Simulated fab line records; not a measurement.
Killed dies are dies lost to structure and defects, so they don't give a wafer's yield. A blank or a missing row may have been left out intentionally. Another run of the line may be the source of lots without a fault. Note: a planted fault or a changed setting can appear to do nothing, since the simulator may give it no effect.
What tool caused it? || flow n5-finfet || at 1 step of a route of 1938, 8 lots with 24 wafers sampled

## WHAT THE GAUGES SHOWED, per wafer
N5_BEOL_M4_RC_MEAS_101.
{"lot": "L917", "measured": "day 10 13:27", "on": "prober-02", "DIBL_N (mV/V)": "37.7 38.0 36.7"}
{"lot": "L918", "measured": "day 10 18:31", "on": "prober-02", "DIBL_N (mV/V)": "37.4 37.6 37.8"}
{"lot": "L927", "measured": "day 13 01:37", "on": "prober-01", "DIBL_N (mV/V)": "37.7 37.9 38.8"}
{"lot": "L930", "measured": "day 13 23:07", "on": "prober-02", "DIBL_N (mV/V)": "34.7 34.6 33.9"}
{"lot": "L931", "measured": "day 14 03:29", "on": "prober-02", "DIBL_N (mV/V)": "35.8 34.8 35.5"}
{"lot": "L932", "measured": "day 14 05:38", "on": "prober-01", "DIBL_N (mV/V)": "37.2 38.5 36.9"}
{"lot": "L933", "measured": "day 14 15:42", "on": "prober-02", "DIBL_N (mV/V)": "37.2 36.8 35.9"}
{"lot": "L934", "measured": "day 15 06:20", "on": "prober-02", "DIBL_N (mV/V)": "37.0 35.1 36.8"}

## WHAT TOOL EACH LOT RAN ON (gives the tool, then ch and the chambers of the sampled wafers, and finally the start)
The record shows no process step preceding these readings.

## THE ANSWER, worked out from the rows above alone
Rule: the lots themselves supply what counts as usual. The widest of any qualifying gaps counts: lots, ordered by their means at a reading, are off when they make up no more than a third of the lots, leave a main group of 4 or more, and stand apart from it by 3 or more times the standard deviation of that group's means. A main group is skipped when, at the precision printed for the reading in the tables above, its means are all equal. Also off: a lot with no number at a reading for which 4 or more lots have one. Any other lot the step has rows for is counted as sound.
No lot is off at any reading shown: from this, nothing can be told.

## WHAT THE SIMULATOR PUT IN
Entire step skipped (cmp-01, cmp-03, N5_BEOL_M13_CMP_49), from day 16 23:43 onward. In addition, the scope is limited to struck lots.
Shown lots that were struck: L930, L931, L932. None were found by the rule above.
